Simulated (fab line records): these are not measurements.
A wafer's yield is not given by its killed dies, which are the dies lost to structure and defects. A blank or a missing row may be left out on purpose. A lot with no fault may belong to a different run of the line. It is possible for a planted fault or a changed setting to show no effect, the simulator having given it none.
Comparing a struck lot with a sound one -- flow nand-harc -- 14 steps out of a route of 1159
Sound: the wafers L328.3, L328.4, L328.5. Struck: wafer L335.1; the same lot's L335.3 was not struck, so it is left out; see the end for the cause.
For every step that has rows: the tool of each side, followed by ch and its chambers, followed by its first start. Under that, the readings that differ: sound wafers -- struck wafers -- difference of the means -- sigmas: that difference in standard deviations of wafers without a fault.
alike: same words and numbers on both sides, and readings whose means sit less than 2 such deviations apart. not compared: any withheld reading, any reading some wafer has no value for, any bound like >300 that may hide the same value, and any number with overlapping values for which the record gives no deviation.
Wherever a step has rows on one side only, a row that says differs or no value, or a row with sigmas, the two part there. When numbers do not overlap yet have no deviation, they are printed without sigmas and do not part them. Lack of a reading on every wafer of one side parts them only where that side has two or more wafers.

first, 6 steps without rows for these wafers: NHARC_A_STAIRCASE_SOFTBAKE_04 (time 170 s); NHARC_A_STAIRCASE_EBR_05; NHARC_A_STAIRCASE_EXPOSE_06 (exposes mask STAIR); NHARC_A_STAIRCASE_PEB_07 (peb time 130 s); NHARC_A_STAIRCASE_DEVELOP_08 (time 140 s); NHARC_A_STAIRCASE_HARDBAKE_10 (time 140 s).
NHARC_A_STAIRCASE_DESCUM_11: chemistry O2, time 3 s.
  sound on rie-diel-08 ch 1,2,3, day 14 03:14; struck on rie-diel-05 ch 1, day 15 15:43
reading,sound,struck,difference,sigmas
drypump-motor-current-A (A),5.3 5.0 6.0,6.5,+1.1,+2
showerhead-plenum-p-Torr (Torr),1.78 1.81 1.79,2.01,+0.22,+3
  alike: oes-product-au, rf-vpp-V, throttle-valve-pct
  not compared: rf-hours-counter-h
NHARC_A_STAIRCASE_TRIM_12: chemistry O2, time 211.2 s.
  sound on rie-diel-08 ch 0,1, day 14 03:19; struck on rie-diel-05 ch 0, day 15 15:49
  alike: drypump-motor-current-A, oes-product-au, rf-vpp-V, showerhead-plenum-p-Torr, throttle-valve-pct
  not compared: rf-hours-counter-h
then, 1 step without rows for these wafers: NHARC_A_STAIRCASE_ETCH_13 (etches the open film in C4F8/O2, target depth 100 nm, time 40.5 s).
NHARC_A_STAIRCASE_TRIM_14: chemistry O2, time 211.2 s.
  sound on rie-diel-08 ch 0,1,3; struck on rie-diel-05 ch 1
reading,sound,struck,difference,sigmas
showerhead-plenum-p-Torr (Torr),3.29 3.37 3.32,3.69,+0.36,+3
  alike: drypump-motor-current-A, oes-product-au, rf-vpp-V, throttle-valve-pct
  not compared: rf-hours-counter-h
NHARC_A_STAIRCASE_ETCH_15: etches the open film in C4F8/O2, target depth 100 nm, time 40.5 s.
  sound on rie-diel-08 ch 1,2; struck on rie-diel-05 ch 2
  alike: oes-product-au, rf-vpp-V
  not compared: rf-hours-counter-h
NHARC_A_STAIRCASE_TRIM_16: chemistry O2, time 211.2 s.
  sound on rie-diel-08 ch 0,2, day 14 03:47; struck on rie-diel-05 ch 0, day 15 16:15
reading,sound,struck,difference,sigmas
oes-product-au (a.u.),1.004 0.978 0.994,1.213,+0.221,+16
  alike: drypump-motor-current-A, rf-vpp-V, showerhead-plenum-p-Torr, throttle-valve-pct
  not compared: rf-hours-counter-h
NHARC_A_STAIRCASE_ETCH_17: etches the open film in C4F8/O2, target depth 100 nm, time 40.5 s.
  sound on rie-diel-08 ch 1,2,3; struck on rie-diel-05 ch 0
  alike: oes-product-au, rf-vpp-V
  not compared: rf-hours-counter-h
-- jump in the record: it breaks off in module A_STAIRCASE and resumes in module END (first step shown: number 1159 of the route), and 9 days separate the struck wafers' starts before and after --
NHARC_END_SORT_01:
  the record has rows for the struck wafers here (prober-02 ch 0, day 24 12:38) and none for the sound ones

WHERE THEY PART
First at NHARC_A_STAIRCASE_DESCUM_11; last, within this record, at NHARC_END_SORT_01.

WHY: what had been put in by the simulator
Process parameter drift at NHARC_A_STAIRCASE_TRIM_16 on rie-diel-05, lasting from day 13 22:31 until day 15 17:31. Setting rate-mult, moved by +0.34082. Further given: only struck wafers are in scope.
